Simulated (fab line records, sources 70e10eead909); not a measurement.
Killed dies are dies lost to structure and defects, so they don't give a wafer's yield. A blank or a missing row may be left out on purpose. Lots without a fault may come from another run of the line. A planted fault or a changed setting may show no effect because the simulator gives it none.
Chamber matching | flow nand_harc | NHARC_P_M0_PRE_CLEAN_31 on pecvd-03: 3 sister chambers
The step time 12 s. 6 wafers are shown with their chamber, then 12 later ones without.

WAFERS WITH THEIR CHAMBER
wafer  | chamber | heater_power_w (W)
L087.6 | 0       | 569
L089.4 | 2       | 706
L089.6 | 1       | 665
L093.1 | 0       | 501
L093.2 | 1       | 688
L093.4 | 2       | 748

WAFERS WITHOUT THEIR CHAMBER
wafer  | heater_power_w (W)
L092.1 | 532
L092.5 | 520
L092.6 | 806
L094.2 | 709
L094.3 | 624
L094.6 | 615
L096.3 | 831
L096.4 | 569
L096.6 | 692
L097.3 | 573
L097.5 | 598
L097.6 | 665

WHICH CHAMBER EACH WENT THROUGH
wafer  | from the rows above          | in truth
L092.1 | 0                            | 0
L092.5 | 0                            | 0
L092.6 | can't be placed: 2 or 1      | 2
L094.2 | can't be placed: 2 or 1      | 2
L094.3 | can't be placed: 1 or 0 or 2 | 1
L094.6 | can't be placed: 1 or 0 or 2 | 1
L096.3 | can't be placed: 2 or 1      | 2
L096.4 | 0                            | 0
L096.6 | can't be placed: 1 or 2      | 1
L097.3 | can't be placed: 0 or 1      | 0
L097.5 | can't be placed: 0 or 1 or 2 | 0
L097.6 | can't be placed: 1 or 2      | 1
Placed correctly: 3 of 12. Can't be placed from these rows: 9 (the true chamber is among the candidates in 9). Placed wrongly: 0.
How it was worked out, from the rows above alone: a wafer's distance from a chamber is the root of the sum, over the readings, of the square of ((its reading less the chamber's mean) divided by the reading's scatter). The wafer belongs to the nearest chamber; if the next one is less than 2 further off, it can't be placed. A chamber's mean is the mean of its shown wafers. The scatter: the root of (the sum of the squares of (reading less its chamber's mean) over the shown wafers, divided by (wafers less chambers)).
